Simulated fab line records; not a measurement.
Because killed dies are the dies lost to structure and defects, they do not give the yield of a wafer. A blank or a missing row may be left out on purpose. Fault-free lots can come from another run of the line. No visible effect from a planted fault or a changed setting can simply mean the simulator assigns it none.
Which tool is to blame? :: flow n5 finfet :: 7 lots, 21 wafers sampled, at 8 steps of a route of 1938

## WHAT THE GAUGES READ, wafer by wafer
N5_BEOL_M13_OCD_MEAS_35. Usual: 414 nm for trench depth nm, sd 6.
lot: L744
measured: day 13 23:27
on: ocd-01
trench depth nm (nm): 422 408 423
flag: 

lot: L743
measured: day 13 23:59
on: ocd-01
trench depth nm (nm): 405 413 411
flag: 

lot: L745
measured: day 14 16:47
on: ocd-02
trench depth nm (nm): 416 409 423
flag: 

lot: L746
measured: day 15 01:02
on: ocd-01
trench depth nm (nm): 393 412 412
flag: 

lot: L747
measured: day 15 04:18
on: ocd-01
trench depth nm (nm): 393 416 394
flag: 

lot: L756
measured: day 17 07:04
on: ocd-02
trench depth nm (nm): 411 410 420
flag: 

lot: L758
measured: day 17 22:40
on: ocd-01
trench depth nm (nm): 421 412 408
flag: 

N5_BEOL_M13_THK_MEAS_50: measures by xrf. Usual: M13_THK gives 426 nm (standard deviation 7).
lot: L744
measured: day 14 02:35
on: film metro-02
M13_THK (nm): 440 423 437
flag: 

lot: L743
measured: day 14 04:50
on: film metro-01
M13_THK (nm): 416 421 422
flag: 

lot: L745
measured: day 14 21:56
on: film metro-01
M13_THK (nm): 430 421 440
flag: 

lot: L746
measured: day 15 04:53
on: film metro-02
M13_THK (nm): 402 420 416
flag: 

lot: L747
measured: day 15 06:05
on: film metro-01
M13_THK (nm): 403 429 405
flag: 

lot: L756
measured: day 17 16:20
on: film metro-01
M13_THK (nm): 422 422 431
flag: 

lot: L758
measured: day 18 02:17
on: film metro-02
M13_THK (nm): 431 425 420
flag: 

N5_BEOL_M13_RS_MEAS_54: measures by four-point-probe. Usual: M13_RS gives 0.0448 ohm/sq (standard deviation 0.00067).
lot: L744
measured: day 14 02:43
on: film metro-01
M13_RS (ohm/sq): 0.0439 0.0455 0.0441
flag: 

lot: L743
measured: day 14 04:58
on: film metro-02
M13_RS (ohm/sq): 0.0458 0.0450 0.0453
flag: 

lot: L745
measured: day 14 22:04
on: film metro-02
M13_RS (ohm/sq): 0.0445 0.0455 0.0437
flag: 

lot: L746
measured: day 15 05:01
on: film metro-01
M13_RS (ohm/sq): 0.0473 0.0451 0.0451
flag: 

lot: L747
measured: day 15 06:13
on: film metro-02
M13_RS (ohm/sq): 0.0474 0.0449 0.0473
flag: 

lot: L756
measured: day 17 16:28
on: film metro-01
M13_RS (ohm/sq): 0.0453 0.0454 0.0445
flag: 

lot: L758
measured: day 18 02:24
on: film metro-01
M13_RS (ohm/sq): 0.0441 0.0447 0.0454
flag: 

N5_BEOL_M15_RC_MEAS_101. Usual: etest temp c 25.00 C, standard deviation 0.098; COMB_M10 1.6e-11 S/m, standard deviation 3.3e-12; COMB_M11 1.5e-11 S/m, standard deviation 3e-12; COMB_M12 7.1e-12 S/m, standard deviation 1.4e-12; COMB_M13 5.5e-12 S/m, standard deviation 1.1e-12; COMB_M14 4.3e-12 S/m, standard deviation 7.3e-13; COMB_M15 3.1e-12 S/m, standard deviation 6.9e-13; COMB_M5 3.7e-11 S/m, standard deviation 7.1e-12; COMB_M6 2.5e-11 S/m, standard deviation 4.7e-12; COMB_M7 2.6e-11 S/m, standard deviation 5.1e-12; COMB_M8 2.6e-11 S/m, standard deviation 5.6e-12; COMB_M9 1.6e-11 S/m, standard deviation 3.3e-12; SERP_M10 3.07 ohm/um, standard deviation 0.073; SERP_M11 3.07 ohm/um, standard deviation 0.068; SERP_M12 0.641 ohm/um, standard deviation 0.015; SERP_M13 0.309 ohm/um, standard deviation 0.0059; SERP_M13_max_site 0.313 ohm/um, standard deviation 0.0062; SERP_M14 0.161 ohm/um, standard deviation 0.003; SERP_M14_max_site 0.163 ohm/um, standard deviation 0.0032; SERP_M5 38.3 ohm/um, standard deviation 1.4; SERP_M6 13.9 ohm/um, standard deviation 0.42; SERP_M6_max_site 14.6 ohm/um, standard deviation 0.5; SERP_M7 13.8 ohm/um, standard deviation 0.44; SERP_M8 13.8 ohm/um, standard deviation 0.49; SERP_M9 3.06 ohm/um, standard deviation 0.063.
lot: L744
measured: day 14 19:22
on: prober-01
etest temp c (C): 24.87 25.00 24.83
COMB_M10 (S/m): 1.2e-11 1.3e-11 1.3e-11
COMB_M11 (S/m): 2e-11 1.7e-11 1.77e-11
COMB_M12 (S/m): 6.4e-12 6.4e-12 4.9e-12
COMB_M13 (S/m): 4.3e-12 3.8e-12 3.8e-12
COMB_M14 (S/m): 3.3e-12 3.3e-12 2.6e-12
COMB_M15 (S/m): 4.1e-12 2.9e-12 4.1e-12
COMB_M5 (S/m): 4.2e-11 4.6e-11 3.3e-11
COMB_M6 (S/m): 2.5e-11 2.4e-11 2.1e-11
COMB_M7 (S/m): 3.3e-11 2e-11 2.5e-11
COMB_M8 (S/m): 3.2e-11 2.6e-11 2.2e-11
COMB_M9 (S/m): 1.7e-11 1.1e-11 1.2e-11
SERP_M10 (ohm/um): 3.05 3.11 2.96
SERP_M11 (ohm/um): 3.00 3.13 2.94
SERP_M12 (ohm/um): 0.624 0.643 0.649
SERP_M13 (ohm/um): 0.297 0.308 0.305
SERP_M13_max_site (ohm/um): 0.298 0.311 0.308
SERP_M14 (ohm/um): 0.161 0.156 0.158
SERP_M14_max_site (ohm/um): 0.163 0.157 0.159
SERP_M5 (ohm/um): 40.1 38.4 41.3
SERP_M6 (ohm/um): 14.1 14.7 14.3
SERP_M6_max_site (ohm/um): 15.0 15.2 14.7
SERP_M7 (ohm/um): 13.5 14.0 14.1
SERP_M8 (ohm/um): 14.2 14.2 13.6
SERP_M9 (ohm/um): 2.99 3.14 2.99
flag: 

lot: L743
measured: day 14 21:33
on: prober-02
etest temp c (C): 25.01 25.24 25.11
COMB_M10 (S/m): 1.4e-11 1.3e-11 1.1e-11
COMB_M11 (S/m): 1.04e-11 8.8e-12 1.37e-11
COMB_M12 (S/m): 6e-12 7e-12 9.4e-12
COMB_M13 (S/m): 7e-12 5.7e-12 6.4e-12
COMB_M14 (S/m): 3.6e-12 3e-12 6.3e-12
COMB_M15 (S/m): 2.3e-12 3e-12 3.1e-12
COMB_M5 (S/m): 3.2e-11 3.5e-11 3.7e-11
COMB_M6 (S/m): 2.2e-11 2.5e-11 3.2e-11
COMB_M7 (S/m): 1.7e-11 2.6e-11 2.4e-11
COMB_M8 (S/m): 2e-11 2.6e-11 2.8e-11
COMB_M9 (S/m): 1.2e-11 1.5e-11 1.2e-11
SERP_M10 (ohm/um): 3.06 2.93 3.00
SERP_M11 (ohm/um): 3.21 3.13 3.02
SERP_M12 (ohm/um): 0.640 0.680 0.642
SERP_M13 (ohm/um): 0.316 0.312 0.312
SERP_M13_max_site (ohm/um): 0.319 0.313 0.315
SERP_M14 (ohm/um): 0.158 0.165 0.160
SERP_M14_max_site (ohm/um): 0.159 0.166 0.162
SERP_M5 (ohm/um): 36.6 37.0 36.4
SERP_M6 (ohm/um): 13.8 14.0 13.8
SERP_M6_max_site (ohm/um): 15.5 14.9 14.4
SERP_M7 (ohm/um): 13.9 13.7 13.7
SERP_M8 (ohm/um): 14.1 14.5 13.6
SERP_M9 (ohm/um): 3.10 3.00 2.96
flag: 

lot: L745
measured: day 15 09:44
on: prober-02
etest temp c (C): 25.11 24.86 24.98
COMB_M10 (S/m): 2.2e-11 1.8e-11 1.3e-11
COMB_M11 (S/m): 1.51e-11 1.47e-11 1.32e-11
COMB_M12 (S/m): 7.7e-12 8.5e-12 1.15e-11
COMB_M13 (S/m): 5.9e-12 4.1e-12 5.3e-12
COMB_M14 (S/m): 3.4e-12 4e-12 3.2e-12
COMB_M15 (S/m): 3e-12 3.1e-12 2.6e-12
COMB_M5 (S/m): 3.6e-11 4.3e-11 4.4e-11
COMB_M6 (S/m): 2.4e-11 2.8e-11 2.4e-11
COMB_M7 (S/m): 2.7e-11 1.9e-11 1.5e-11
COMB_M8 (S/m): 2.8e-11 3.4e-11 3e-11
COMB_M9 (S/m): 1.6e-11 1.6e-11 2.3e-11
SERP_M10 (ohm/um): 3.17 3.11 3.04
SERP_M11 (ohm/um): 3.07 3.10 3.07
SERP_M12 (ohm/um): 0.630 0.633 0.635
SERP_M13 (ohm/um): 0.307 0.312 0.299
SERP_M13_max_site (ohm/um): 0.309 0.315 0.301
SERP_M14 (ohm/um): 0.165 0.163 0.160
SERP_M14_max_site (ohm/um): 0.166 0.165 0.162
SERP_M5 (ohm/um): 36.6 39.6 39.3
SERP_M6 (ohm/um): 14.2 14.0 14.2
SERP_M6_max_site (ohm/um): 14.5 15.4 15.1
SERP_M7 (ohm/um): 13.4 13.4 13.2
SERP_M8 (ohm/um): 14.6 14.7 15.3
SERP_M9 (ohm/um): 3.05 3.02 3.10
flag: 

lot: L746
measured: day 15 14:13
on: prober-02
etest temp c (C): 25.08 24.95 24.95
COMB_M10 (S/m): 1.6e-11 1.7e-11 1.6e-11
COMB_M11 (S/m): 1.4e-11 1.14e-11 1.18e-11
COMB_M12 (S/m): 8.3e-12 7.1e-12 5.9e-12
COMB_M13 (S/m): 5.5e-12 6.4e-12 5.2e-12
COMB_M14 (S/m): 3.8e-12 3.9e-12 4.2e-12
COMB_M15 (S/m): 3.7e-12 3.5e-12 3.4e-12
COMB_M5 (S/m): 3.1e-11 4.4e-11 3.1e-11
COMB_M6 (S/m): 1.9e-11 3.3e-11 2.1e-11
COMB_M7 (S/m): 3e-11 2.9e-11 1.9e-11
COMB_M8 (S/m): 4.2e-11 2.9e-11 3.8e-11
COMB_M9 (S/m): 1.6e-11 1.5e-11 1.1e-11
SERP_M10 (ohm/um): 3.10 3.06 3.04
SERP_M11 (ohm/um): 2.94 3.09 3.07
SERP_M12 (ohm/um): 0.643 0.660 0.634
SERP_M13 (ohm/um): 0.327 0.313 0.310
SERP_M13_max_site (ohm/um): 0.331 0.318 0.314
SERP_M14 (ohm/um): 0.167 0.163 0.164
SERP_M14_max_site (ohm/um): 0.170 0.165 0.167
SERP_M5 (ohm/um): 37.0 36.5 38.7
SERP_M6 (ohm/um): 13.4 14.3 13.4
SERP_M6_max_site (ohm/um): 13.8 15.0 14.0
SERP_M7 (ohm/um): 14.1 13.8 13.5
SERP_M8 (ohm/um): 13.8 13.2 13.9
SERP_M9 (ohm/um): 2.95 3.02 3.03
flag: 

lot: L747
measured: day 15 19:49
on: prober-02
etest temp c (C): 25.09 24.98 25.03
COMB_M10 (S/m): 1.7e-11 1.5e-11 1.7e-11
COMB_M11 (S/m): 1.56e-11 1.84e-11 1.18e-11
COMB_M12 (S/m): 6.6e-12 7.4e-12 8.1e-12
COMB_M13 (S/m): 5.8e-12 7.4e-12 6.1e-12
COMB_M14 (S/m): 3.5e-12 3.2e-12 2.6e-12
COMB_M15 (S/m): 2.5e-12 2.4e-12 2.7e-12
COMB_M5 (S/m): 2.4e-11 2.6e-11 3.9e-11
COMB_M6 (S/m): 2.4e-11 3.5e-11 3.4e-11
COMB_M7 (S/m): 3.6e-11 2.3e-11 3.5e-11
COMB_M8 (S/m): 2.7e-11 1.7e-11 1.9e-11
COMB_M9 (S/m): 2.2e-11 1.8e-11 2e-11
SERP_M10 (ohm/um): 3.04 2.97 2.96
SERP_M11 (ohm/um): 2.98 3.02 3.12
SERP_M12 (ohm/um): 0.618 0.646 0.651
SERP_M13 (ohm/um): 0.327 0.306 0.329
SERP_M13_max_site (ohm/um): 0.330 0.311 0.331
SERP_M14 (ohm/um): 0.163 0.161 0.163
SERP_M14_max_site (ohm/um): 0.164 0.162 0.164
SERP_M5 (ohm/um): 39.7 37.9 37.5
SERP_M6 (ohm/um): 13.7 14.1 14.4
SERP_M6_max_site (ohm/um): 14.5 14.6 14.8
SERP_M7 (ohm/um): 14.2 13.9 13.9
SERP_M8 (ohm/um): 13.9 13.9 13.6
SERP_M9 (ohm/um): 3.01 3.10 3.04
flag: 

lot: L756
measured: day 18 03:47
on: prober-01
etest temp c (C): 24.94 25.20 25.07
COMB_M10 (S/m): 2.2e-11 1.7e-11 1.8e-11
COMB_M11 (S/m): 1.91e-11 1.83e-11 2.15e-11
COMB_M12 (S/m): 6.9e-12 6.7e-12 6e-12
COMB_M13 (S/m): 5.7e-12 5.8e-12 5.2e-12
COMB_M14 (S/m): 3.6e-12 4.1e-12 4.4e-12
COMB_M15 (S/m): 2.6e-12 4.1e-12 2.3e-12
COMB_M5 (S/m): 2.7e-11 3.2e-11 4.2e-11
COMB_M6 (S/m): 3.6e-11 2.2e-11 2.4e-11
COMB_M7 (S/m): 2.6e-11 2.8e-11 2.6e-11
COMB_M8 (S/m): 1.8e-11 2.3e-11 1.6e-11
COMB_M9 (S/m): 1.4e-11 1.5e-11 2e-11
SERP_M10 (ohm/um): 3.10 3.14 3.04
SERP_M11 (ohm/um): 3.13 3.08 3.13
SERP_M12 (ohm/um): 0.635 0.639 0.637
SERP_M13 (ohm/um): 0.311 0.313 0.304
SERP_M13_max_site (ohm/um): 0.316 0.314 0.306
SERP_M14 (ohm/um): 0.160 0.161 0.161
SERP_M14_max_site (ohm/um): 0.162 0.162 0.161
SERP_M5 (ohm/um): 37.7 37.6 36.8
SERP_M6 (ohm/um): 13.8 14.2 13.4
SERP_M6_max_site (ohm/um): 14.2 14.9 13.9
SERP_M7 (ohm/um): 13.6 13.7 13.5
SERP_M8 (ohm/um): 13.3 13.0 13.2
SERP_M9 (ohm/um): 3.10 3.08 3.06
flag: 

lot: L758
measured: day 18 13:21
on: prober-01
etest temp c (C): 24.81 25.11 24.88
COMB_M10 (S/m): 1.9e-11 1.8e-11 1.5e-11
COMB_M11 (S/m): 2.45e-11 1.58e-11 1.62e-11
COMB_M12 (S/m): 6.5e-12 7.5e-12 6.1e-12
COMB_M13 (S/m): 4.3e-12 6e-12 5.9e-12
COMB_M14 (S/m): 4.8e-12 3.6e-12 4.9e-12
COMB_M15 (S/m): 1.9e-12 3.6e-12 2.4e-12
COMB_M5 (S/m): 3.9e-11 3.6e-11 2.5e-11
COMB_M6 (S/m): 3.3e-11 2.8e-11 2.3e-11
COMB_M7 (S/m): 2.5e-11 3.3e-11 2.9e-11
COMB_M8 (S/m): 2.1e-11 2.4e-11 2.5e-11
COMB_M9 (S/m): 1.2e-11 1.5e-11 1.5e-11
SERP_M10 (ohm/um): 3.05 3.14 3.08
SERP_M11 (ohm/um): 3.06 2.98 3.16
SERP_M12 (ohm/um): 0.666 0.633 0.665
SERP_M13 (ohm/um): 0.300 0.310 0.314
SERP_M13_max_site (ohm/um): 0.305 0.312 0.317
SERP_M14 (ohm/um): 0.162 0.160 0.161
SERP_M14_max_site (ohm/um): 0.162 0.162 0.162
SERP_M5 (ohm/um): 37.6 40.1 37.3
SERP_M6 (ohm/um): 13.7 13.8 14.3
SERP_M6_max_site (ohm/um): 14.2 14.2 14.5
SERP_M7 (ohm/um): 14.3 14.1 14.1
SERP_M8 (ohm/um): 13.1 13.3 13.6
SERP_M9 (ohm/um): 3.02 3.00 3.10
flag: 

## WHICH TOOL RAN EACH LOT (tool, then ch and the chambers of the sampled wafers, then the start)
lot: L744
N5_BEOL_M12_DEP_53: pecvd-02 ch 0,1,2, day 13 21:07
N5_BEOL_M13_VIA_ETCH_16: rie diel-05 ch 1,2, day 13 21:52
N5_BEOL_M13_TRENCH_ETCH_34: rie diel-05 ch 1,2, day 13 23:16
N5_BEOL_M13_ANNEAL_48: rtp anneal-01 ch 0, day 14 01:49

lot: L743
N5_BEOL_M12_DEP_53: pecvd-01 ch 0,1, day 13 21:39
N5_BEOL_M13_VIA_ETCH_16: rie diel-06 ch 1,3, day 13 22:24
N5_BEOL_M13_TRENCH_ETCH_34: rie diel-05 ch 0,2,3, day 13 23:49
N5_BEOL_M13_ANNEAL_48: rtp anneal-02 ch 0, day 14 04:14

lot: L745
N5_BEOL_M12_DEP_53: pecvd-02 ch 1,2, day 14 14:17
N5_BEOL_M13_VIA_ETCH_16: rie diel-05 ch 0,2, day 14 15:13
N5_BEOL_M13_TRENCH_ETCH_34: rie diel-06 ch 0,1,3, day 14 16:37
N5_BEOL_M13_ANNEAL_48: rtp anneal-02 ch 0, day 14 21:20

lot: L746
N5_BEOL_M12_DEP_53: pecvd-02 ch 0,2, day 14 22:40
N5_BEOL_M13_VIA_ETCH_16: rie diel-02 ch 2,3, day 14 23:34
N5_BEOL_M13_TRENCH_ETCH_34: rie diel-05 ch 0,3, day 15 00:52
N5_BEOL_M13_ANNEAL_48: rtp anneal-02 ch 0, day 15 04:17

lot: L747
N5_BEOL_M12_DEP_53: pecvd-03 ch 1,2, day 15 01:29
N5_BEOL_M13_VIA_ETCH_16: rie diel-02 ch 2,3, day 15 02:31
N5_BEOL_M13_TRENCH_ETCH_34: rie diel-05 ch 1,3, day 15 04:07
N5_BEOL_M13_ANNEAL_48: rtp anneal-02 ch 0, day 15 05:29

lot: L756
N5_BEOL_M12_DEP_53: pecvd-02 ch 0,1,2, day 17 04:45
N5_BEOL_M13_VIA_ETCH_16: rie diel-06 ch 1,2,3, day 17 05:31
N5_BEOL_M13_TRENCH_ETCH_34: rie diel-06 ch 0,2,3, day 17 06:53
N5_BEOL_M13_ANNEAL_48: rtp anneal-02 ch 0, day 17 15:47

lot: L758
N5_BEOL_M12_DEP_53: pecvd-01 ch 0,1, day 17 19:53
N5_BEOL_M13_VIA_ETCH_16: rie diel-06 ch 2,3, day 17 20:46
N5_BEOL_M13_TRENCH_ETCH_34: rie diel-06 ch 1,2,3, day 17 22:29
N5_BEOL_M13_ANNEAL_48: rtp anneal-02 ch 0, day 18 01:41
- N5_BEOL_M12_DEP_53: deposits SiCN from 3MS/NH3, target thk 30 nm, time 10.5 s.
- N5_BEOL_M13_VIA_ETCH_16: etches SiOC in C4F8/O2/Ar, target depth 921.7 nm.
- N5_BEOL_M13_TRENCH_ETCH_34: etches SiOC in C4F8/O2/Ar, target depth 413.47 nm, time 162.6 s.
- N5_BEOL_M13_ANNEAL_48: time 90 s.

## AS READ BY THE TOOLS THEMSELVES (means over the sampled wafers that have a number; for cases with no such wafer, the mark the record gives instead)
N5_BEOL_M12_DEP_53. Usual: showerhead plenum p Torr 4.152 Torr, standard deviation 0.017; throttle valve pct 18.6 %, standard deviation 1.1.
lot: L744
tool: pecvd-02
showerhead plenum p Torr (Torr): 4.131
throttle valve pct (%): 19.2
flag: 

lot: L743
tool: pecvd-01
showerhead plenum p Torr (Torr): 4.165
throttle valve pct (%): 17.9
flag: 

lot: L745
tool: pecvd-02
showerhead plenum p Torr (Torr): 4.142
throttle valve pct (%): 18.6
flag: 

lot: L746
tool: pecvd-02
showerhead plenum p Torr (Torr): 4.145
throttle valve pct (%): 19.0
flag: 

lot: L747
tool: pecvd-03
showerhead plenum p Torr (Torr): 4.171
throttle valve pct (%): 17.4
flag: 

lot: L756
tool: pecvd-02
showerhead plenum p Torr (Torr): 4.142
throttle valve pct (%): 19.3
flag: 

lot: L758
tool: pecvd-01
showerhead plenum p Torr (Torr): 4.176
throttle valve pct (%): 18.2
flag: 

N5_BEOL_M13_VIA_ETCH_16. Usual: drypump motor current A 5.7 A, standard deviation 0.35; oes product au 0.70 a.u., standard deviation 0.074; rf vpp V 665 V, standard deviation 4; showerhead plenum p Torr 3.39 Torr, standard deviation 0.13; throttle valve pct 24.24 %, standard deviation 0.28.
lot: L744
tool: rie diel-05
drypump motor current A (A): 5.5
oes product au (a.u.): 0.70
rf vpp V (V): 664
showerhead plenum p Torr (Torr): 3.38
throttle valve pct (%): 24.13
flag: 

lot: L743
tool: rie diel-06
drypump motor current A (A): 5.5
oes product au (a.u.): 0.76
rf vpp V (V): 667
showerhead plenum p Torr (Torr): 3.46
throttle valve pct (%): 24.12
flag: 

lot: L745
tool: rie diel-05
drypump motor current A (A): 6.1
oes product au (a.u.): 0.62
rf vpp V (V): 666
showerhead plenum p Torr (Torr): 3.46
throttle valve pct (%): 24.05
flag: 

lot: L746
tool: rie diel-02
drypump motor current A (A): 5.5
oes product au (a.u.): 0.66
rf vpp V (V): 664
showerhead plenum p Torr (Torr): 3.31
throttle valve pct (%): 24.19
flag: 

lot: L747
tool: rie diel-02
drypump motor current A (A): 5.5
oes product au (a.u.): 0.65
rf vpp V (V): 665
showerhead plenum p Torr (Torr): 3.34
throttle valve pct (%): 24.23
flag: 

lot: L756
tool: rie diel-06
drypump motor current A (A): 5.7
oes product au (a.u.): 0.68
rf vpp V (V): 663
showerhead plenum p Torr (Torr): 3.33
throttle valve pct (%): 24.40
flag: 

lot: L758
tool: rie diel-06
drypump motor current A (A): 5.7
oes product au (a.u.): 0.67
rf vpp V (V): 663
showerhead plenum p Torr (Torr): 3.37
throttle valve pct (%): 24.37
flag: 

N5_BEOL_M13_TRENCH_ETCH_34. Usual: drypump motor current A 5.7 A, standard deviation 0.32; oes product au 0.78 a.u., standard deviation 0.079; rf vpp V 665 V, standard deviation 4.5; showerhead plenum p Torr 3.39 Torr, standard deviation 0.15; throttle valve pct 24.28 %, standard deviation 0.29.
lot: L744
tool: rie diel-05
drypump motor current A (A): 5.5
oes product au (a.u.): 0.79
rf vpp V (V): 665
showerhead plenum p Torr (Torr): 3.38
throttle valve pct (%): 24.14
flag: 

lot: L743
tool: rie diel-05
drypump motor current A (A): 5.9
oes product au (a.u.): 0.75
rf vpp V (V): 665
showerhead plenum p Torr (Torr): 3.42
throttle valve pct (%): 24.14
flag: 

lot: L745
tool: rie diel-06
drypump motor current A (A): 5.7
oes product au (a.u.): 0.80
rf vpp V (V): 666
showerhead plenum p Torr (Torr): 3.44
throttle valve pct (%): 24.28
flag: 

lot: L746
tool: rie diel-05
drypump motor current A (A): 6.0
oes product au (a.u.): 0.74
rf vpp V (V): 664
showerhead plenum p Torr (Torr): 3.38
throttle valve pct (%): 24.24
flag: 

lot: L747
tool: rie diel-05
drypump motor current A (A): 5.4
oes product au (a.u.): 0.84
rf vpp V (V): 664
showerhead plenum p Torr (Torr): 3.34
throttle valve pct (%): 24.20
flag: 

lot: L756
tool: rie diel-06
drypump motor current A (A): 5.6
oes product au (a.u.): 0.77
rf vpp V (V): 666
showerhead plenum p Torr (Torr): 3.46
throttle valve pct (%): 24.27
flag: 

lot: L758
tool: rie diel-06
drypump motor current A (A): 5.7
oes product au (a.u.): 0.75
rf vpp V (V): 663
showerhead plenum p Torr (Torr): 3.33
throttle valve pct (%): 24.40
flag: 

N5_BEOL_M13_ANNEAL_48. Usual: 225.9 for wafer_temp_C_max, sd 0.31.
lot: L744
tool: rtp anneal-01
wafer_temp_C_max: 225.6
flag: 

lot: L743
tool: rtp anneal-02
wafer_temp_C_max: 226.1
flag: 

lot: L745
tool: rtp anneal-02
wafer_temp_C_max: 226.2
flag: 

lot: L746
tool: rtp anneal-02
wafer_temp_C_max: 225.9
flag: 

lot: L747
tool: rtp anneal-02
wafer_temp_C_max: 226.1
flag: 

lot: L756
tool: rtp anneal-02
wafer_temp_C_max: 226.3
flag: 

lot: L758
tool: rtp anneal-02
wafer_temp_C_max: 226.2
flag: 

## THE ANSWER, worked out from the rows above alone
Rule: a lot is off if the mean of its wafers that have a number lies more than 3 standard deviations from the usual mean. Also off: a lot with no number at a reading for which 4 or more lots have one. Any other lot the step has rows for is counted as sound. After the gauges, taken in route order, come the tools' own readings; for these a lot's mean is taken, as printed above. The first step at which some lot is off is used, and at that step the reading that is off furthest; a lot without a number counts as furthest.
Nothing can be told from this: no lot is off at any reading shown.

## WHAT WAS PUT IN BY THE SIMULATOR
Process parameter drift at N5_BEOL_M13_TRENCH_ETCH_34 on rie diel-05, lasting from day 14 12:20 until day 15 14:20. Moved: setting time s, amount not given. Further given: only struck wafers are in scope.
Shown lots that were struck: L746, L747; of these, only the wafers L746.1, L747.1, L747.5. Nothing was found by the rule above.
